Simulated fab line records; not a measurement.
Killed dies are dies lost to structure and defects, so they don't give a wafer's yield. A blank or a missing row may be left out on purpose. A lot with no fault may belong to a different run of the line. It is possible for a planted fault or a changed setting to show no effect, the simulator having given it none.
A struck lot beside a sound one / flow nand harc / 15 out of 1302 route steps
Sound: wafers L687.1, L687.5, L687.6. Wafers struck: L700.4, L700.5, L700.6. The cause is given at the end.
Per side, at each step with rows, come the tool, then ch with its chambers, and then its first start. Under that, the readings that differ: sound wafers / struck wafers / difference of the means / sigmas: that difference in standard deviations of wafers without a fault.
alike: words and numbers the same on both sides, and readings whose means are apart by under 2 such deviations; not compared: readings that were withheld, readings missing a value for some wafer, numbers with overlapping values and no deviation given by the record, and bounds like >300 which may hide the same value.
The two part at a step that has a row with sigmas, a row that says differs or no value, or rows on one side only. Numbers that don't overlap but have no deviation are shown without sigmas and don't part them. A reading missing from all wafers of one side parts the sides only when that side holds two or more wafers.

NHARC_A_BLC_INSPECT_12:
  sound on defect inspect-01, day 23 00:05; struck on defect inspect-01, day 28 02:49
reading=raw defect count; sound=34 33 37; struck=138 126 109; difference=+90; sigmas=+2
then, 2 steps without rows for these wafers: NHARC_A_BLC_DESCUM_15 (chemistry O2, time 3 s); NHARC_A_BLC_ETCH_16 (etches the open film in CF4, target depth 39 nm, time 65 s).
NHARC_A_BLC_ETCH_17: etches the open film in N2/H2, target depth 390 nm, time 609.38 s.
  sound: rie diel-11 ch 0,3; struck: rie diel-11 ch 0,1,2
  alike: drypump motor current A, oes product au, rf vpp V, showerhead plenum p Torr, throttle valve pct
  not compared: rf hours counter h
NHARC_A_BLC_ETCH_18: etches the open film in C4F8/O2/Ar, target depth 910 nm.
  sound: rie diel-11 ch 0,1,2; struck: rie diel-11 ch 0,2,3
  alike: oes product au, rf vpp V
  not compared: rf hours counter h
NHARC_A_BLC_CD_MEAS_19:
  sound on cd sem-02, day 23 01:07; struck on cd sem-01, day 28 03:51
  alike: cd nm
then, 1 step without rows for these wafers: NHARC_A_BLC_STRIP_29 (strips in CF4).
NHARC_A_BLC_STRIP_21: strips in O2.
  sound on rie diel-04 ch 0,1,2, day 23 01:19; struck on rie diel-11 ch 0,1,3, day 28 04:02
  alike: drypump motor current A, oes product au, rf vpp V, showerhead plenum p Torr, throttle valve pct
  not compared: rf hours counter h
then, 1 step without rows for these wafers: NHARC_A_BLC_STRIP_22 (strips in post etch residue remover, time 600 s).
NHARC_A_BLC_DEGAS_30: time 60 s.
  sound on pvd sputter-02, day 23 01:46; struck on pvd sputter-02, day 28 04:27
  alike: heater power w
then, 1 step without rows for these wafers: NHARC_A_BLC_PRE_CLEAN_31 (time 15 s).
NHARC_A_BLC_PVD_32: deposits Ti, target thk 5 nm, time 17.7 s.
  sound on pvd sputter-02; struck on pvd sputter-02
  alike: throttle valve pct
NHARC_A_BLC_ALD_23: deposits TiN, target thk 3 nm, pulse time 1 s, ald cycles 150.
  sound on ald metal-02 ch 1,2,3, day 23 02:02; struck on ald metal-01 ch 0,1, day 28 04:41
  no value came back on the struck wafers for ald cycles, heater power outer w (W), heater power w (W), precursor pulse height rel; on the sound wafers ald cycles reads 150 150 150
  not compared: since wet clean h
then, 1 step without rows for these wafers: NHARC_A_BLC_CVD_24 (deposits W, target thk 150 nm, time 434 s).
NHARC_END_SORT_01:
  sound on prober-02 ch 0, day 24 21:33; struck on prober-01 ch 0, day 30 00:45
reading=killed at array; sound=29 34 38; struck=665 671 670; difference=+635; sigmas=+32
reading=killed dies; sound=35 41 41; struck=677 677 677; difference=+638; sigmas=+30
  alike: killed at other, killed at periphery, killed open, killed short

== WHERE THEY PART ==
At NHARC_A_BLC_INSPECT_12 first; at NHARC_END_SORT_01 last (within this record only).

WHY: what had been put in by the simulator
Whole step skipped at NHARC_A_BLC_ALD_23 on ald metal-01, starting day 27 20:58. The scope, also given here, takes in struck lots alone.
